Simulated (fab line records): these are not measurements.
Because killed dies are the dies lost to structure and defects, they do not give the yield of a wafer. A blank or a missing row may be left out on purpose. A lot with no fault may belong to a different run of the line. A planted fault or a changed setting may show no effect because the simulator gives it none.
3 desks, one fault    flow n5Finfet    numbers are kept per desk, each desk with only its own; the story behind them comes last
Where a reading is given only as a bound, like >300, the bound stands for it, and a mean or a difference that rests on one is marked > or <: the true number lies beyond.

## THE TOOL OWNER'S DESK: pecvd-01
The tool's own readings at N5_PMOS_HMC_CHANNEL_EPI_HM_DEP_34 (deposits SiO2 from TEOS/O2, target thk 36 nm, time 6.9 s): means of the sampled wafers that have a number, for each lot that ran on this tool. A lot is out of limits, marked OUT, if its mean lies more than 4 standard deviations from the usual mean; the brackets give that distance.
Columns: A = chamberPressureTorr at N5_PMOS_HMC_CHANNEL_EPI_HM_DEP_34, usual 6.498 Torr; B = heaterPowerW at N5_PMOS_HMC_CHANNEL_EPI_HM_DEP_34, usual 528 W; C = showerheadPlenumPTorr at N5_PMOS_HMC_CHANNEL_EPI_HM_DEP_34, usual 8.35 Torr; D = throttleValvePct at N5_PMOS_HMC_CHANNEL_EPI_HM_DEP_34, usual 18.8 %
lot   first seen here  A      B    C     D
L418  day 1 17:15      6.498  568  8.33  20.2
L426  day 3 16:35      6.501  543  8.34  20.1
L438  day 6 16:38      6.497  523  8.37  19.3
L439  day 6 22:55      6.496  576  8.35  19.8
Result from this desk: across the 4 lots, nothing is out of limits.

## FROM THE METROLOGY DESK
Means of the sampled wafers that have a number, per lot and without regard to the tool the lot ran on: this is what the gauges read. A lot is out of limits, marked OUT, if its mean lies more than 4 standard deviations from the usual mean; the brackets give that distance.
Columns: A = PMOS_HMC_BLK_OVL at N5_PMOS_HMC_CHANNEL_EPI_OVL_MEAS_10, usual -0.3 nm
lot   first seen here  A
L418  day 1 17:41      -0.7
L425  day 3 11:50      -0.6
L426  day 3 16:53      0.0
L428  day 4 06:08      -0.6
L429  day 4 11:13      1.0
L430  day 4 17:38      -0.9
L437  day 6 11:47      -0.5
L438  day 6 17:04      0.2
L439  day 6 23:20      -0.0
L440  day 7 05:38      -0.2
L441  day 7 12:10      1.2
Result from this desk: across the 11 lots, nothing is out of limits.

## THE DEFECT DESK
Lot by lot, what the route's inspections counted, given as the mean of those sampled wafers with a number. A lot is out of limits, marked OUT, if its mean lies more than 4 standard deviations from the usual mean; the brackets give that distance.
Columns: A = rawDefectCount at N5_PMOS_HMC_CHANNEL_EPI_INSPECT_11, usual 2.2
lot   first seen here  A
L418  day 1 17:43      2.7
L425  day 3 11:51      0.7
L426  day 3 16:55      1.7
L428  day 4 06:10      1.0
L429  day 4 11:15      2.7
L430  day 4 17:40      2.0
L437  day 6 11:48      2.0
L438  day 6 17:05      >300 (+99 or more) OUT
L439  day 6 23:22      >300 (+99 or more) OUT
L440  day 7 05:39      4.3
L441  day 7 12:11      2.7
This desk's verdict: out of limits on L438, L439, starting with L438 at day 6 17:05 (rawDefectCount at N5_PMOS_HMC_CHANNEL_EPI_INSPECT_11). Within limits: L418, L425, L426, L428, L429, L430, L437, L440, L441.

## TAKEN TOGETHER
The defect desk could have raised an alarm at day 6 17:05, on L438, L439.
The tool owner's desk saw nothing out of limits.
From the metrology desk's view, nothing was out of limits.
The tool owner's desk has L438, L439 on record, within its limits.
The metrology desk holds a record of L438, L439, inside its limits.
Every lot named ran N5_PMOS_HMC_CHANNEL_EPI_HM_DEP_34 on pecvd-01.

## WHAT HAD BEEN PUT IN BY THE SIMULATOR
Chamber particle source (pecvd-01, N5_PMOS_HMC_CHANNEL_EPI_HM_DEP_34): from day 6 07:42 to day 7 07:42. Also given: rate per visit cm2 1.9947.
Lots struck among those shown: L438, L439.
Hours from the fault's start to each desk's first reading out of limits: the defect desk, 9.
